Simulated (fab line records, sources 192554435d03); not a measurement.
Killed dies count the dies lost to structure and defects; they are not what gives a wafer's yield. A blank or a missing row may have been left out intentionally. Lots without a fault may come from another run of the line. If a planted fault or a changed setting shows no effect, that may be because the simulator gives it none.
Split-lot experiment	flow n5_finfet	route with 1938 steps; 7 lots, 39 wafers read

## THE SPLIT ITSELF
At N5_BEOL_M3_TRENCH_ETCH_37 (etches SiOC in C4F6/O2, target depth 55.555 nm, time 29.2 s), the setting target_depth_a was moved away from the recipe's 555.55 angstrom on 12 of the 39 wafers read, by -44.8% to +31.8%. For the rest of the wafers, this setting stayed at what the recipe calls for.

## FROM THE SPLIT TO THE READING: what the file shows between them, 2 steps
- N5_BEOL_M3_ETCH_41: etches SiCN in CH3F/O2, target depth 29.9 nm, time 52.5 s
- N5_BEOL_M3_STRIP_97: strips in N2/H2, time 10 s

## THE READING
trench_depth_nm, in nm, at N5_BEOL_M3_OCD_MEAS_38. Typical for fault-free wafers on this fab line: 55.3 nm, with standard deviation 1.5 nm.

wafer	tool, chamber at the split	target_depth_a as run, angstrom	against the recipe	trench_depth_nm, nm	against lot-mates on the recipe
L077.1	rie_diel-03, 0	555.55	recipe	52.9	-
L077.2	rie_diel-03, 3	555.55	recipe	56.0	-
L077.3	rie_diel-03, 2	555.55	recipe	54.1	-
L077.4	rie_diel-03, 1	555.55	recipe	54.8	-
L077.5	rie_diel-03, 0	555.55	recipe	52.6	-
L077.6	rie_diel-03, 3	555.55	recipe	57.1	-
L082.1	rie_diel-02, 0	555.55	recipe	54.5	-
L082.2	rie_diel-02, 2	555.55	recipe	57.7	-
L082.3	rie_diel-02, 3	555.55	recipe	53.2	-
L082.4	rie_diel-02, 1	555.55	recipe	57.4	-
L082.5	rie_diel-02, 0	555.55	recipe	54.8	-
L082.6	rie_diel-02, 1	555.55	recipe	57.6	-
L083.1	rie_diel-02, 2	555.55	recipe	56.2	-
L083.3	rie_diel-02, 1	555.55	recipe	56.3	-
L083.6	rie_diel-02, 2	555.55	recipe	56.4	-
L081.1	rie_diel-02, 0	555.55	recipe	53.7	-
L081.2	rie_diel-02, 3	555.55	recipe	52.8	-
L081.3	rie_diel-02, 2	732.3	+31.8%	74.8	+20.2
L081.4	rie_diel-02, 1	732.3	+31.8%	75.1	+20.5
L081.5	rie_diel-02, 0	732.3	+31.8%	72.1	+17.5
L081.6	rie_diel-02, 1	555.55	recipe	57.2	-
L089.1	rie_diel-03, 2,0	555.55	recipe	54.1	-
L089.2	rie_diel-03, 3	306.7	-44.8%	30.5	-24.5
L089.3	rie_diel-03, 1	555.55	recipe	55.9	-
L089.4	rie_diel-03, 0	306.7	-44.8%	30.0	-25.0
L089.5	rie_diel-03, 2,0	555.55	recipe	55.0	-
L089.6	rie_diel-03, 3	306.7	-44.8%	31.1	-23.9
L091.1	rie_diel-03, 1	555.55	recipe	56.1	-
L091.2	rie_diel-03, 0	701.8	+26.3%	69.6	+14.0
L091.3	rie_diel-03, 3	555.55	recipe	55.8	-
L091.4	rie_diel-03, 2	701.8	+26.3%	69.3	+13.7
L091.5	rie_diel-03, 2	555.55	recipe	54.8	-
L091.6	rie_diel-03, 3	701.8	+26.3%	71.5	+15.9
L090.1	rie_diel-02, 2	555.55	recipe	56.7	-
L090.2	rie_diel-02, 0	555.55	recipe	54.7	-
L090.3	rie_diel-02, 3	691.6	+24.5%	65.9	+9.5
L090.4	rie_diel-02, 1	691.6	+24.5%	70.8	+14.4
L090.5	rie_diel-02, 2	691.6	+24.5%	70.5	+14.1
L090.6	rie_diel-02, 1	555.55	recipe	57.8	-
Where a row lists several chambers, the file gives one row for several wafers and doesn't say which wafer went through which chamber.

FIT RESULTS
A straight line over all 39 wafers: trench_depth_nm changes by +0.563 nm for each +1% of target_depth_a; r = +0.99; the points scatter about the line by 1.6 nm.
The same after taking each lot's own level away (the mean of its wafers on the recipe; 39 wafers): +0.558 nm for each +1%; r = +0.99; scatter 1.5 nm.
Per that fit: largest target_depth_a move, reading shift of 25 nm.
The lots' own levels span 54.57 to 56.40 nm, that is 1.2 times the standard deviation above.
The two slopes are in agreement: the lot-to-lot level therefore moves the slope only a little.
Check: for one of the wafers moved furthest among these (-44.8%), held out of the fit, the line's prediction against its lot-mates is -25 nm. Against them it came out at -24.5 nm.

## OTHER SPLITS APPLIED TO THESE WAFERS
Note: prior to the reading, these wafers also went through further splits. Each is held against what the fit with the lots' levels taken away leaves over:
other split on the same wafers	wafers away from the commonest value	r with trench_depth_nm (lot level and that fit taken away)
N5_FIN_SAQP_SPACER1_ALD_24 ald_cycles	12	+0.00
N5_SPACER0_ALD_08 target_thk_a	9	-0.06
N5_HKMG_FIN_NWFM_ALD_20 ald_cycles	18	+0.29
N5_MOL_CONTACT_COAG_ETCHBACK_135 time_s	15	-0.15

## THE WHOLE CHAIN: every reading that the file lists as answering this split, in the file's order
step	what it does	reading	change (the file's fit)	r (the file's)
N5_BEOL_M3_TRENCH_ETCH_37	etches SiOC in C4F6/O2, target depth 55.555 nm, time 29.2 s	etch.depth_nm (the simulator's own value, which no gauge read)	+0.554 nm for each +1% of the setting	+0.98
N5_BEOL_M3_TRENCH_ETCH_37	etches SiOC in C4F6/O2, target depth 55.555 nm, time 29.2 s	BEOL_M3.feature_depth_nm (the simulator's own value, which no gauge read)	+0.554 nm for each +1% of the setting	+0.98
N5_BEOL_M3_OCD_MEAS_38		trench_depth_nm	+0.559 nm for each +1% of the setting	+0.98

## FILE'S OWN FIT
trench_depth_nm changes by +0.559 nm for each +1% of target_depth_a, r = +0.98.
